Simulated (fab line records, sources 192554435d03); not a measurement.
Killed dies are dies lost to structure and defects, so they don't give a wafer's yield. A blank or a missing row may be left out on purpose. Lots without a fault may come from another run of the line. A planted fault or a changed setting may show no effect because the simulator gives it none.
Which tool did it? | flow n5_finfet | 12 lots, 26 wafers sampled, at 5 steps of a route of 1938

WHAT THE GAUGES READ, wafer by wafer
N5_BEOL_M12_OCD_MEAS_35. Usual: trench_depth_nm 321 nm, standard deviation 6.8.
lot  | measured     | on     | trench_depth_nm (nm) | flag
L821 | day 11 11:18 | ocd-02 | 323 316              |
L824 | day 13 14:30 | ocd-01 | 314 331              |
L823 | day 13 15:58 | ocd-01 | 311 317              |
L826 | day 14 04:28 | ocd-02 | 324 314 323          |
L825 | day 14 14:50 | ocd-02 | 320 330              |
L832 | day 15 10:19 | ocd-02 | 318 316              |
L834 | day 15 15:13 | ocd-01 | 329 323              |
L839 | day 16 23:10 | ocd-02 | 325 317              |
L836 | day 17 01:53 | ocd-01 | 319 322              |
L840 | day 17 09:48 | ocd-01 | 314 309              |
L841 | day 17 16:30 | ocd-02 | 316 329 315          |
L842 | day 18 07:54 | ocd-02 | 321 321              |

N5_BEOL_M13_THK_MEAS_01. Usual: M13_ILD_THK 845 nm, standard deviation 11.
lot  | measured     | on            | M13_ILD_THK (nm) | flag
L821 | day 11 14:49 | film_metro-01 | 856 857          |
L824 | day 13 17:19 | film_metro-01 | 834 857          |
L823 | day 13 17:54 | film_metro-01 | 840 858          |
L826 | day 14 08:31 | film_metro-02 | 832 843 857      |
L825 | day 14 18:24 | film_metro-01 | 821 837          |
L832 | day 15 14:05 | film_metro-01 | 841 861          |
L834 | day 15 19:15 | film_metro-02 | 850 849          |
L839 | day 17 01:59 | film_metro-02 | 836 846          |
L836 | day 17 04:02 | film_metro-01 | 840 968          | OFF
L840 | day 17 14:26 | film_metro-01 | 836 985          | OFF
L841 | day 17 21:20 | film_metro-02 | 836 834 835      |
L842 | day 18 10:57 | film_metro-02 | 839 990          | OFF

WHICH TOOL RAN EACH LOT (tool, then ch and the chambers of the sampled wafers, then the start)
lot  | N5_BEOL_M12_TRENCH_ETCH_34         | N5_BEOL_M12_ANNEAL_48            | N5_BEOL_M13_ILD_DEP_00
L821 | rie_diel-02 ch 1,3, day 11 11:08   | rtp_anneal-01 ch 0, day 11 13:59 | pecvd-02 ch 0,1, day 11 14:40
L824 | rie_diel-03 ch 0,1, day 13 14:21   | rtp_anneal-02 ch 0, day 13 16:29 | pecvd-04 ch 0,2, day 13 17:10
L823 | rie_diel-02 ch 0,3, day 13 15:49   | rtp_anneal-01 ch 0, day 13 16:58 | pecvd-03 ch 0, day 13 17:45
L826 | rie_diel-04 ch 1,2,3, day 14 04:18 | rtp_anneal-02 ch 0, day 14 07:34 | pecvd-02 ch 0,1,2, day 14 08:22
L825 | rie_diel-02 ch 1,3, day 14 14:41   | rtp_anneal-02 ch 0, day 14 17:28 | pecvd-03 ch 1,2, day 14 18:15
L832 | rie_diel-02 ch 2, day 15 10:09     | rtp_anneal-01 ch 0, day 15 13:11 | pecvd-02 ch 0, day 15 13:56
L834 | rie_diel-04 ch 0,2, day 15 15:04   | rtp_anneal-02 ch 0, day 15 18:19 | pecvd-04 ch 0, day 15 19:06
L839 | rie_diel-03 ch 0,1, day 16 23:01   | rtp_anneal-02 ch 0, day 17 01:03 | pecvd-03 ch 1,2, day 17 01:50
L836 | rie_diel-03 ch 0,3, day 17 01:44   | rtp_anneal-02 ch 0, day 17 03:00 | pecvd-04 ch 0,2, day 17 03:49
L840 | rie_diel-02 ch 0,3, day 17 09:39   | rtp_anneal-01 ch 0, day 17 13:27 | pecvd-04 ch 0,2, day 17 14:14
L841 | rie_diel-04 ch 0,3, day 17 16:17   | rtp_anneal-01 ch 0, day 17 20:24 | pecvd-02 ch 0,1,2, day 17 21:11
L842 | rie_diel-02 ch 1,3, day 18 07:44   | rtp_anneal-01 ch 0, day 18 10:07 | pecvd-04 ch 2, day 18 10:48
- N5_BEOL_M12_TRENCH_ETCH_34: etches SiOC in C4F8/O2/Ar, target depth 318.95 nm, time 125.5 s.
- N5_BEOL_M12_ANNEAL_48: time 90 s.
- N5_BEOL_M13_ILD_DEP_00: deposits SiOC from DEMS/O2, target thk 837.92 nm, time 166.4 s.

WHAT THE TOOLS THEMSELVES READ (means of the sampled wafers that have a number; where no wafer has one, the mark that the record gives instead)
N5_BEOL_M12_TRENCH_ETCH_34. Usual: O2_flow_sccm 8.000 sccm, standard deviation 0.025; drypump_motor_current_A 5.6 A, standard deviation 0.46; he_outer_torr 30.00 Torr, standard deviation 0.057; oes_product_au 0.82 a.u., standard deviation 0.079; rf_vpp_V 666.1 V, standard deviation 2.8; showerhead_plenum_p_Torr 3.43 Torr, standard deviation 0.098; throttle_valve_pct 24.13 %, standard deviation 0.25.
lot  | tool        | O2_flow_sccm (sccm) | drypump_motor_current_A (A) | he_outer_torr (Torr) | oes_product_au (a.u.) | rf_vpp_V (V) | showerhead_plenum_p_Torr (Torr) | throttle_valve_pct (%) | flag
L821 | rie_diel-02 | 8.020               | 5.6                         | 30.02                | 0.91                  | 663.0        | 3.35                            | 24.11                  |
L824 | rie_diel-03 | 8.008               | 5.4                         | 29.94                | 0.88                  | 665.5        | 3.39                            | 23.95                  |
L823 | rie_diel-02 | 8.017               | 6.0                         | 29.95                | 0.80                  | 663.7        | 3.38                            | 24.23                  |
L826 | rie_diel-04 | 7.977               | 6.0                         | 30.00                | 0.81                  | 667.5        | 3.48                            | 24.23                  |
L825 | rie_diel-02 | 7.996               | 5.6                         | 30.12                | 0.88                  | 663.2        | 3.34                            | 24.14                  |
L832 | rie_diel-02 | 7.989               | 5.2                         | 30.06                | 0.71                  | 667.5        | 3.51                            | 23.98                  |
L834 | rie_diel-04 | 7.974               | 6.0                         | 30.05                | 0.91                  | 668.8        | 3.54                            | 23.94                  |
L839 | rie_diel-03 | 8.021               | 5.4                         | 30.02                | 0.82                  | 665.5        | 3.38                            | 23.98                  |
L836 | rie_diel-03 | 7.979               | 5.0                         | 29.95                | 0.79                  | 668.6        | 3.51                            | 24.16                  |
L840 | rie_diel-02 | 8.000               | 6.0                         | 29.99                | 0.77                  | 664.2        | 3.37                            | 24.28                  |
L841 | rie_diel-04 | 8.009               | 5.9                         | 30.07                | 0.84                  | 666.9        | 3.43                            | 24.01                  |
L842 | rie_diel-02 | 8.021               | 5.6                         | 29.95                | 0.83                  | 663.5        | 3.33                            | 24.18                  |

N5_BEOL_M12_ANNEAL_48. Usual: wafer_temp_C_max 226.3, standard deviation 0.32.
lot  | tool          | wafer_temp_C_max | flag
L821 | rtp_anneal-01 | 226.6            |
L824 | rtp_anneal-02 | 226.5            |
L823 | rtp_anneal-01 | 226.4            |
L826 | rtp_anneal-02 | 226.3            |
L825 | rtp_anneal-02 | 226.2            |
L832 | rtp_anneal-01 | 226.4            |
L834 | rtp_anneal-02 | 226.8            |
L839 | rtp_anneal-02 | 226.1            |
L836 | rtp_anneal-02 | 226.7            |
L840 | rtp_anneal-01 | 226.1            |
L841 | rtp_anneal-01 | 225.9            |
L842 | rtp_anneal-01 | 226.2            |

N5_BEOL_M13_ILD_DEP_00. Usual: heater_power_w 493 W, standard deviation 71; run_length_s 211.3 s, standard deviation 0.47; showerhead_plenum_p_Torr 5.698 Torr, standard deviation 0.017; showerhead_vpp_V 1342 V, standard deviation 59; throttle_valve_pct 11.9 %, standard deviation 0.57.
lot  | tool     | heater_power_w (W) | run_length_s (s) | showerhead_plenum_p_Torr (Torr) | showerhead_vpp_V (V) | throttle_valve_pct (%) | flag
L821 | pecvd-02 | 438                | 211.7            | 5.700                           | 1358                 | 12.4                   |
L824 | pecvd-04 | 579                | 211.0            | 5.677                           | 1328                 | 11.6                   |
L823 | pecvd-03 | 422                | 210.9            | 5.714                           | 1318                 | 11.9                   |
L826 | pecvd-02 | 496                | 211.6            | 5.707                           | 1356                 | 12.2                   |
L825 | pecvd-03 | 454                | 211.4            | 5.701                           | 1331                 | 12.1                   |
L832 | pecvd-02 | 550                | 211.5            | 5.697                           | 1416                 | 12.0                   |
L834 | pecvd-04 | 588                | 211.2            | 5.681                           | 1398                 | 11.6                   |
L839 | pecvd-03 | 458                | 211.2            | 5.696                           | 1317                 | 12.0                   |
L836 | pecvd-04 | 592                | 224.4            | 5.678                           | 1331                 | 11.4                   | OFF
L840 | pecvd-04 | 579                | 224.3            | 5.665                           | 1327                 | 11.5                   | OFF
L841 | pecvd-02 | 463                | 211.4            | 5.709                           | 1358                 | 12.1                   |
L842 | pecvd-04 | 622                | 224.3            | 5.686                           | 1232                 | 11.3                   | OFF

THE ANSWER, worked out from the rows above alone
Rule: a lot is off if the mean of its wafers that have a number lies more than 3 standard deviations from the usual mean. A lot without any number at a reading at which 4 lots or more have one is off too. The other lots that the step has rows for count as sound. The gauges are gone through in route order, then the tools' own readings, and for those a lot's mean is taken as printed above. The first step at which some lot is off is used, and at that step the reading that is off furthest; a lot without a number counts as furthest.
Off: L836, L840, L842, at N5_BEOL_M13_THK_MEAS_01 (M13_ILD_THK).
A tool fits if, at a process step before that reading, it ran every lot that is off, and no sound lot after the first of them. The gauges at N5_BEOL_M13_THK_MEAS_01 aren't tried: what is off there is off at N5_BEOL_M13_ILD_DEP_00 too, on other tools, and a gauge's error can't cause that. One fits: pecvd-04 at N5_BEOL_M13_ILD_DEP_00. Its last sound lot is L834 (day 15 19:06), its first lot that is off L836 (day 17 03:49): a fault that began between those two fits.
The tool's own readings at N5_BEOL_M13_ILD_DEP_00 bear it out: on the lots that are off they differ by more than 5 times the standard deviation of the sound lots' means. run_length_s reads 224.3 s there against 211.3 s on the sound lots.

WHAT THE SIMULATOR HAD PUT IN
Process parameter drift: pecvd-04, from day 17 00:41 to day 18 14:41, at N5_BEOL_M13_ILD_DEP_00. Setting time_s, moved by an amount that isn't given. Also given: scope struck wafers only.
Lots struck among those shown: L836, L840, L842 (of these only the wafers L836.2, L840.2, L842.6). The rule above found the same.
